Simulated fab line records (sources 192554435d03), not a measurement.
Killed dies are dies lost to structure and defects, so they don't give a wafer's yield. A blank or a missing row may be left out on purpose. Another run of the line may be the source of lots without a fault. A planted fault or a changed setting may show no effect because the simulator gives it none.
fab line records | flow n5Finfet
record lots=5 wafers=15 lastDay=14
route steps=1938 shown BEOL_M10@1505 BEOL_M11@1536 PASSIVATION@1936
lots that met no fault: from a run of the same line without faults
startH: hours from the record's first day to the start of the lot's first wafer shown | waitH: hours elapsed since this lot's preceding step | " same as the row above | L1.1+2: a row that stands for several wafers | - value missing, or start not given | * or withheld: withheld | < > ~ a bound
route shown NAME@n: a module of which the file shows steps, and the number in the route of the first | usual: mean and standard deviation over wafers with no fault | same: alike in all rows | chamber/n: place in a boat | sites: readings site by site | _std_site: their standard deviation | _edge_site: inner sites' mean taken away from outer sites' mean | radiusMm: how far each site lies from the wafer's centre | mask NAME#n: copy n | behind: the most recent tool/chamber to have shaped the wafer | hold: what put the lot on hold/how long, in hours/how the hold closed | device: names the non-switching transistor (n, p or np) | end of line: the route-end tests of the same wafers | for a step that has no rows: nothing shown but its recipe | killed: not the wafer's yield, but the dies lost to structure and defects at the first sort | map: dies across one wafer; x = killed, . = not, _ = none there
set.NAME: the setting that was run; set.NAME@STEP: the one run at that earlier step | model.NAME: the simulator's own value behind a step, which no gauge read
lots at selected steps of the route; one table per step, one row per wafer
services: when a tool's chamber went out of use (startH, in hours from the record's first day, below 0 if earlier), for how many hours, and the reason
## steps
# step N5_BEOL_M10_DESCUM_33
# recipe chemistry=O2 timeS=7.9 sourcePowerW=50 biasPowerW=20 pressureMtorr=20 rfFrequencyHz=2.712e+07 tempC=40 resist=CAR-ArF o2FlowSccm=225
# step N5_BEOL_M10_ETCH_65
# recipe chemistry=CF4 target=SiARC targetDepthA=390 maskMaterial=CAR-ArF timeS=65 ionEnergyEv=80 pressureMtorr=40 sourceW=545 biasW=36 Ar_flow_sccm=100 cf4FlowSccm=100 ends=cleared
# step N5_BEOL_M10_ETCH_66
# recipe chemistry=N2/H2 target=SOC targetDepthA=1200 overetchA=240 maskMaterial=SiARC tempC=40 timeS=180 ionEnergyEv=200 pressureMtorr=30 sourceW=840 biasW=150 n2FlowSccm=200 h2FlowSccm=200
# step N5_BEOL_M10_STRIP_69
# recipe chemistry=N2/H2 tempC=40 n2FlowSccm=200 h2FlowSccm=200 rfFrequencyHz=6e+07
# step N5_BEOL_M10_VIA_ETCH_34
# recipe chemistry=C4F6/O2 target=SiCOH_lowk targetDepthA=1845 maskMaterial=SOC taperDeg=4 timeS=69.2 ionEnergyEv=250 pressureMtorr=30 sourceW=345 biasW=185 Ar_flow_sccm=300 C4F6_flow_sccm=10 O2_flow_sccm=10
# step N5_BEOL_M10_STRIP_73
# recipe chemistry=C4F6/O2 resist=SiARC rfFrequencyHz=6e+07
# step N5_BEOL_M10_STRIP_36
# recipe chemistry=N2/H2 powerW=450 tempC=40 pressureMtorr=20 rfFrequencyHz=6e+07 overashFraction=0.3 biasPowerW=7 h2Frac=0.5 n2FlowSccm=200 h2FlowSccm=200
# step N5_BEOL_M10_TRENCH_ETCH_37
# recipe chemistry=C4F6/O2 targetDepthA=1488.3 target=SiCOH_lowk timeS=48 ionEnergyEv=250 pressureMtorr=30 sourceW=345 biasW=185 Ar_flow_sccm=300 C4F6_flow_sccm=10 O2_flow_sccm=10
# step N5_BEOL_M10_ETCH_41
# recipe chemistry=CH3F/O2 target=SiCN targetDepthA=426 taperDeg=2 timeS=86 ionEnergyEv=120 maskMaterial=TiN pressureMtorr=30 sourceW=395 biasW=75 Ar_flow_sccm=150 CH3F_flow_sccm=30 O2_flow_sccm=20
# step N5_BEOL_M10_STRIP_77
# recipe chemistry=N2/H2 timeS=10 powerW=450 tempC=40 pressureMtorr=20 rfFrequencyHz=6e+07 biasPowerW=7 n2FlowSccm=200 h2FlowSccm=200
# usual drypumpMotorCurrentA=5.7/0.53 n2FlowSccm=200.0/0.62 oesProductAu=0.80/0.09 rfVppV=59.2/0.88 showerheadPlenumPTorr=2.55/0.082 throttleValvePct=23.63/0.19
# columns lot.wafer tool chamber startH waitH drypumpMotorCurrentA n2FlowSccm oesProductAu rfHoursCounterH rfVppV showerheadPlenumPTorr throttleValvePct
L719.4 rieDiel-01 1 238.79 - 4.8 200.4 0.87 45 59.5 2.48 23.42
L719.5 " 2 " " 5.5 201.0 0.71 - 58.9 2.52 23.54
L719.6 " 3 " " 5.8 199.1 0.87 - 59.5 2.59 23.49
L722.3 rieDiel-06 2 260.51 - 5.4 199.4 0.89 34 58.9 2.48 23.40
L722.4 " 3 " " 6.8 201.0 0.71 - 58.6 2.62 23.54
L722.5 " 2 " " 5.3 198.9 0.89 - 59.0 2.48 23.40
L727.1 rieDiel-06 0 287.28 - 5.5 199.6 0.71 183 59.3 2.63 23.79
L727.3 " 2 " " 5.4 200.8 0.87 43 57.9 2.48 23.41
L727.4 " 2 " " 5.4 200.1 0.87 - 60.0 2.48 23.43
L728.1 rieDiel-06 0 294.80 - 5.5 200.9 0.72 187 59.5 2.63 23.79
L728.2 " 3 " " 6.8 199.7 0.71 214 59.1 2.62 23.53
L728.4 " 0 " " 5.5 200.4 0.72 - 60.8 2.63 23.78
L729.2 rieDiel-06 0 295.26 - 5.5 200.5 0.72 187 58.0 2.63 23.78
L729.5 " 3 " " 6.8 199.5 0.71 - 60.8 2.62 23.56
L729.6 " 2 " " 5.4 199.1 0.87 - 59.8 2.48 23.40
# step N5_BEOL_M10_HM_STRIP_39
# recipe chemistry=peroxideTinStrip material=TiN targetDepthA=250 tempC=50 timeS=158
# step N5_BEOL_M10_SRD_40
# recipe timeS=30 tempC=23 rinseLiquid=diw dry=ipaMarangoni
# step N5_BEOL_M10_PRECLEAN_42
# recipe chemistry=residueRemover timeS=60 tempC=40
# step N5_BEOL_M10_SRD_43
# recipe timeS=30 tempC=23 rinseLiquid=diw dry=ipaMarangoni
# step N5_BEOL_M10_CURE_72
# recipe tempC=370 timeS=120 ambient=DMADMS/He material=SiCOH_lowk
# step N5_BEOL_M10_DEGAS_44
# recipe ambient=vacuum tempC=250 timeS=60
# step N5_BEOL_M10_PRE_CLEAN_45
# recipe gas=H2/He timeS=30 tempC=250
# step N5_BEOL_M10_ALD_74
# recipe material=TaN targetThkA=20 tempC=275 aldPrecursorFamily=PDMAT aldCoReactant=NH3 pressureTorr=3 carrierFlowSccm=1500 pulseTimeS=2 purgeTimeS=3 coReactantPurgeTimeS=2 coReactantPulseTimeS=3 aldCycles=40 precursorVesselTempC=75 precursorVesselPressureTorr=26.25 precursorVesselCarrierSccm=1000
# step N5_BEOL_M10_SURFACE_TREAT_76
# recipe gas=Ar timeS=* ionEnergyEv=* ionCurrentMaCm2=0.5 pressureMtorr=* arFlowSccm=30
# step N5_BEOL_M10_CVD_75
# recipe material=Co targetThkA=20 tempC=withheld precursor=CCTBA/H2 pressureTorr=30 timeS=138.9
# step N5_BEOL_M10_SPUTTER_48
# recipe material=Cu targetThkA=120 tempC=-20 biasV=60 powerW=26000 chamberPressurePa=0.13 timeS=2
# step N5_BEOL_M10_ECD_50
# recipe material=Cu targetThkA=3180
# step N5_BEOL_M10_ANNEAL_51
# recipe tempC=225 timeS=90 ambient=N2
# step N5_BEOL_M10_CMP_52
# recipe stopOn=SiCOH_lowk tOverpolishS=7 downForcePsi=1 platenRpm=50 clearingPlatenDownForcePsi=1.5 clearingPlatenRpm=50 postCmpClean=cuAlkaline targetThkNm=140 clearingPlatenPadVelocityMS=0.99484 padVelocityMS=0.99484
# step N5_BEOL_M10_PRE_CLEAN_55
# recipe gas=NH3 timeS=15 tempC=withheld rfPowerW=300
# step N5_BEOL_M10_DEP_56
# recipe material=SiCN targetThkA=150 tempC=withheld precursor=3MS/NH3 pressureTorr=3 rfW=202 timeS=26.5
# step N5_BEOL_M11_ILD_DEP_00
# recipe material=SiCOH_lowk targetThkA=3085.1 tempC=300 precursor=DEMS/porogen pressureTorr=5 rfW=500 timeS=58
# step N5_BEOL_M11_CURE_71
# recipe tempC=385 timeS=240 ambient=He/Ar material=SiCOH_lowk
# step N5_BEOL_M11_PECVD_70
# recipe material=SiO2 targetThkA=200 tempC=400 precursor=TEOS/O2 pressureTorr=5.5 rfW=450 teosFlowSccm=53.8 gas=O2 flowSccm=3000 timeS=22.7
# step N5_BEOL_M11_HM_DEP_02
# recipe material=TiN targetThkA=200 tempC=25 chamberPressurePa=0.49996
# step N5_BEOL_M11_COAT_59
# recipe resist=SOC tempC=250 timeS=60 spinRpm=1500 resistThkNm=100
# step N5_BEOL_M11_COAT_60
# recipe resist=SiARC tempC=220 timeS=60 spinRpm=1500 resistThkNm=30
# step N5_BEOL_M11_COAT_05
# recipe resist=CAR-ArF spinRpm=1500 resistThkNm=90
# step N5_PASSIVATION_PROBE_49
# usual defectLimitedYield=91.5/1.4 killed_at_M0_to_M3=33/10 killed_at_M4_up=13/5 killedAtContacts=13/5.6 killedAtFrontEnd=38/12 killedAtOther=3.9/2.7 killedDies=100/16 killedOnRim=13/4 killedOpen=66/13 killedShort=32/7.2 sort_bin_5_function=5.0/0.97 sort_bin_6_memory=3.2/0.61 sortNPass=1080/16 sortYieldPct=91.5/1.4
# same grossDies=1180 killedAtBackSide=0 sort_bin_4_leakage[%]=0 sort_bin_8_speed[%]=0
# columns lot.wafer tool chamber startH waitH defectLimitedYield[%] killed_at_M0_to_M3 killed_at_M4_up killedAtContacts killedAtFrontEnd killedAtOther killedDies killedOnRim killedOpen killedShort sort_bin_5_function[%] sort_bin_6_memory[%] sortNPass sortYieldPct[%]
L719.4 prober-01 - 290.99 0.2 90.9 40 18 8 36 5 107 10 61 43 5.8 2.9 1073 90.9
L719.5 prober-01 - 291.04 0.2 90.8 33 14 13 43 6 109 16 78 31 5.2 4.0 1071 90.8
L719.6 prober-01 - 291.09 0.3 90.7 57 13 7 31 2 110 11 73 35 5.5 3.5 1070 90.7
L722.3 prober-01 - 314.14 0.5 95.5 17 12 2 19 3 53 7 28 22 2.6 1.9 1127 95.5
L722.4 prober-01 - 314.19 0.6 91.9 32 11 14 39 0 96 11 61 32 5.1 2.8 1084 91.9
L722.5 prober-01 - 314.24 0.6 94.0 19 10 9 30 3 71 9 45 24 3.1 2.8 1109 94.0
L727.1 prober-01 - 337.01 0.0 80.9 53 118 17 37 0 225 29 80 39 10.8 4.3 955 80.9
L727.3 prober-01 - 337.11 0.1 79.9 51 137 10 36 3 237 28 66 35 13.0 3.9 943 79.9
L727.4 prober-01 - 337.16 0.2 78.1 56 144 16 40 3 259 27 88 38 13.9 4.2 921 78.1
L728.1 prober-02 - 342.73 0.0 83.1 27 119 10 37 6 199 26 53 35 10.3 3.6 981 83.1
L728.2 prober-02 - 342.78 0.1 81.2 30 111 16 60 5 222 27 82 34 10.8 4.9 958 81.2
L728.4 prober-02 - 342.88 0.2 84.7 24 114 8 33 2 181 28 44 28 9.4 3.0 999 84.7
L729.2 prober-01 - 346.72 0.1 84.3 30 116 8 29 2 185 29 63 18 10.0 3.0 995 84.3
L729.5 prober-01 - 346.87 0.2 82.9 36 110 10 43 3 202 30 84 22 10.8 4.2 978 82.9
L729.6 prober-01 - 346.92 0.3 81.4 36 143 12 27 1 219 33 54 33 12.3 3.1 961 81.4
# killed by level:class
L719.4 BEOL_M0_SAQP:geometricParticle:short=14 BEOL_M0_SAQP:geometricParticle:open=9 MOL_CONTACT_COAG:geometricParticle:open=7 GATE_CUT:geometricParticle:short=6 BEOL_M4:geometricParticle:open=6 STI_FIN_REVEAL:geometricParticle:open=5 BEOL_M1:geometricParticle:short=5 BEOL_M5:geometricParticle:open=5
L719.5 MOL_CONTACT_COAG:geometricParticle:open=11 BEOL_M1:geometricParticle:open=9 DUMMY_GATE:geometricParticle:open=8 GATE_CUT:geometricParticle:short=8 BEOL_M3:geometricParticle:open=8 FIN_SAQP:geometricParticle:short=6 BEOL_M4:geometricParticle:open=5 BEOL_M8:geometricParticle:open=5
L719.6 BEOL_M3:geometricParticle:open=12 BEOL_M0_SAQP:geometricParticle:open=10 BEOL_M0_SAQP:geometricParticle:short=9 FIN_SAQP:geometricParticle:open=7 BEOL_M2:geometricParticle:open=7 MOL_CONTACT_COAG:geometricParticle:open=6 BEOL_M1:geometricParticle:open=6 DUMMY_GATE:geometricParticle:open=5
L722.3 BEOL_M4:geometricParticle:open=4 BEOL_M0_SAQP:geometricParticle:open=3 BEOL_M1:geometricParticle:open=3 BEOL_M3:geometricParticle:short=3 BEOL_M4:geometricParticle:short=3 STARTING-WAFER:geometricParticle:short=3 FIN_SAQP:geometricParticle:short=2 STI_FIN_REVEAL:geometricParticle:open=2
L722.4 STI_FIN_REVEAL:geometricParticle:open=10 MOL_CONTACT_COAG:geometricParticle:open=9 BEOL_M2:geometricParticle:open=9 DUMMY_GATE:geometricParticle:open=6 DUMMY_GATE:geometricParticle:short=5 MOL_CONTACT_COAG:geometricParticle:short=5 BEOL_M3:geometricParticle:open=5 BEOL_M0_SAQP:geometricParticle:open=4
L722.5 STI_FIN_REVEAL:geometricParticle:open=8 MOL_CONTACT_COAG:geometricParticle:open=5 BEOL_M0_SAQP:geometricParticle:open=5 FIN_SAQP:geometricParticle:open=4 MOL_CONTACT_COAG:geometricParticle:short=4 BEOL_M3:geometricParticle:open=4 STARTING-WAFER:geometricParticle:open=4 FIN_SAQP:geometricParticle:short=3
L727.1 BEOL_M10:unspecified=106 MOL_CONTACT_COAG:geometricParticle:open=15 BEOL_M0_SAQP:geometricParticle:short=12 BEOL_M0_SAQP:geometricParticle:open=10 FIN_SAQP:geometricParticle:open=9 BEOL_M2:geometricParticle:open=9 BEOL_M1:geometricParticle:open=8 STI_FIN_REVEAL:geometricParticle:open=8
L727.3 BEOL_M10:unspecified=134 BEOL_M2:geometricParticle:open=11 BEOL_M1:geometricParticle:open=11 BEOL_M0_SAQP:geometricParticle:open=9 STI_FIN_REVEAL:geometricParticle:open=8 DUMMY_GATE:geometricParticle:open=8 MOL_CONTACT_COAG:geometricParticle:open=8 BEOL_M0_SAQP:geometricParticle:short=8
L727.4 BEOL_M10:unspecified=132 MOL_CONTACT_COAG:geometricParticle:open=15 BEOL_M0_SAQP:geometricParticle:open=12 FIN_SAQP:geometricParticle:open=11 BEOL_M0_SAQP:geometricParticle:short=11 BEOL_M1:geometricParticle:open=10 BEOL_M2:geometricParticle:open=9 FIN_SAQP:geometricParticle:short=7
L728.1 BEOL_M10:unspecified=109 FIN_SAQP:geometricParticle:short=11 BEOL_M0_SAQP:geometricParticle:open=10 MOL_CONTACT_COAG:geometricParticle:open=9 BEOL_M0_SAQP:geometricParticle:short=6 STI_FIN_REVEAL:geometricParticle:open=5 FIN_SAQP:geometricParticle:open=4 BEOL_M5:geometricParticle:open=4
L728.2 BEOL_M10:unspecified=104 STI_FIN_REVEAL:geometricParticle:open=19 MOL_CONTACT_COAG:geometricParticle:open=15 BEOL_M0_SAQP:geometricParticle:open=9 BEOL_M0_SAQP:geometricParticle:short=8 FIN_SAQP:geometricParticle:short=7 FIN_SAQP:geometricParticle:open=6 STI_FIN_REVEAL:geometricParticle:short=5
L728.4 BEOL_M10:unspecified=108 FIN_SAQP:geometricParticle:short=9 BEOL_M0_SAQP:geometricParticle:short=9 FIN_SAQP:geometricParticle:open=7 BEOL_M0_SAQP:geometricParticle:open=7 MOL_CONTACT_COAG:geometricParticle:open=6 STI_FIN_REVEAL:geometricParticle:open=4 GATE_CUT:geometricParticle:short=3
L729.2 BEOL_M10:unspecified=104 STI_FIN_REVEAL:geometricParticle:open=11 BEOL_M0_SAQP:geometricParticle:open=9 MOL_CONTACT_COAG:geometricParticle:open=7 BEOL_M3:geometricParticle:open=7 DUMMY_GATE:geometricParticle:open=6 BEOL_M0_SAQP:geometricParticle:short=6 BEOL_M2:geometricParticle:open=6
L729.5 BEOL_M10:unspecified=96 STI_FIN_REVEAL:geometricParticle:open=22 BEOL_M3:geometricParticle:open=12 MOL_CONTACT_COAG:geometricParticle:open=8 BEOL_M1:geometricParticle:open=7 BEOL_M4:geometricParticle:open=7 BEOL_M0_SAQP:geometricParticle:short=5 FIN_SAQP:geometricParticle:open=4
L729.6 BEOL_M10:unspecified=132 BEOL_M0_SAQP:geometricParticle:open=10 MOL_CONTACT_COAG:geometricParticle:open=9 BEOL_M0_SAQP:geometricParticle:short=8 BEOL_M3:geometricParticle:open=6 STI_FIN_REVEAL:geometricParticle:open=5 BEOL_M1:geometricParticle:open=5 ILD0:geometricParticle:short=4
# map L727.4 (x killed, . not)
_________________............________________
______________...........x..x..._____________
___________.xx.......x....x........__________
__________.....x................x..._________
________....x..x...x............x....._______
_______.xx..xx.........x..x..........x.______
______....x..x.....x....xx....xx.....x.._____
_____x...x...x....x..x...................____
____.............xxx...x...x..........x...___
___..........x.x..........x................__
___...x.....x..x.......x...x...............__
__..x.x................x..xx...........x...._
__..................x............x.x...x..x._
_x.....x.......x.......x...x...xx.x...xx.....
_..............xxx.....................x..x..
_..xx...x....................................
_......x.x...................................
_...........................x.x.x............
_......x......xx.............................
_......x.............x.....x...............x.
_......x.x..xx.xx........x......x........x...
__......xxxxxx.x.xxx......x....x............_
__....xxxxxxxxxxxxxx........................_
___.x.xxxxxxxxxxxxxx...........x....x..x..x__
___...xxxxxxxxxxxxxx....xx...........x.....__
____.xxxxxxxxxxxxxxxx...x..........x......___
_____.xxxxxxxxxxxxxxx...........x....x...____
______xxxxxxxxxxxx.x...x....x.x........._____
_______xxxxxxxxxxxx.............x..x..x______
________xxxxxxxxxx.......x............_______
__________xxxxxxxxx......x.....x...x_________
___________x.xx.x.x.x...x...x......__________
______________.........x.......x_____________
_________________..........xx________________
# map L728.2 (x killed, . not)
_________________xxxxxxxxx...________________
______________xxxxxxxxxxxx.x...x_____________
___________xxxxxxxxxxxxxxxx.x......__________
__________..xxxxxxxxxxxxxxx.x......._________
________.....xxxxxxxxxxxxxx.x........._______
_______.....x..xxxxxxxxxx.xx..........x______
______..........xxxxxxxx.xx.x......x...._____
_____......xx.x.xxxxxxx..x.....x.......x.____
____.x....x......xxxxx..x..............x..___
___..........x......xx...x....x..x.........__
___............x......................x....__
__......x.........x.........x........x......_
__.........x.......x........................_
_................x...x..........x.........x..
_...x.x...x..............x.........x.....x...
_..x......x.....x...x.xxx.........x..........
_....................x.x...x..............x..
_....x..................x......x........x..x.
_........x.....x...x.x..........xx...........
_..........x..x...............x.x.......xxx.x
_..........x....x............................
__....x........................x..x...x.x..._
__...x.............x........x....x..x......._
___x......x......x.....x.....x..........x..__
___...............x............x...........__
____...x.x.x....x.....x.x.................___
_____.........x.....x......x...x.........____
______......x....x............x....x.x.._____
_______....................x......x....______
________.x.........x..x...x..........._______
__________....x.............x.....x._________
___________........................__________
______________....x........x..x._____________
_________________....x.......________________
## services
# columns tool chamber startH hours kind
rieDiel-06 1 242.35 55.8 repair
rieDiel-06 2 272.24 7.4 repair
## key
firstSign step=N5_PASSIVATION_PROBE_49 reading=killed_at_M4_up direction=up sigmas=22 usual=13 struck=124
effect step=N5_PASSIVATION_PROBE_49 reading=killedDies direction=up sigmas=6.9 usual=100 struck=214
moreKillsBornAt N5_BEOL_M10_STRIP_77@rieDiel-06=1025
metAt N5_BEOL_M10_STRIP_77
struckWafers L727.1,L727.3,L727.4,L728.1,L728.2,L728.4,L729.2,L729.5,L729.6
onsetBetween 260.51 287.28
alsoFits time
fault kind=chamberParticleSource tool=rieDiel-06 chamber=- onsetH=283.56 steps=N5_BEOL_M10_STRIP_77 ratePerVisitCm2=1.4235 endH=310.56
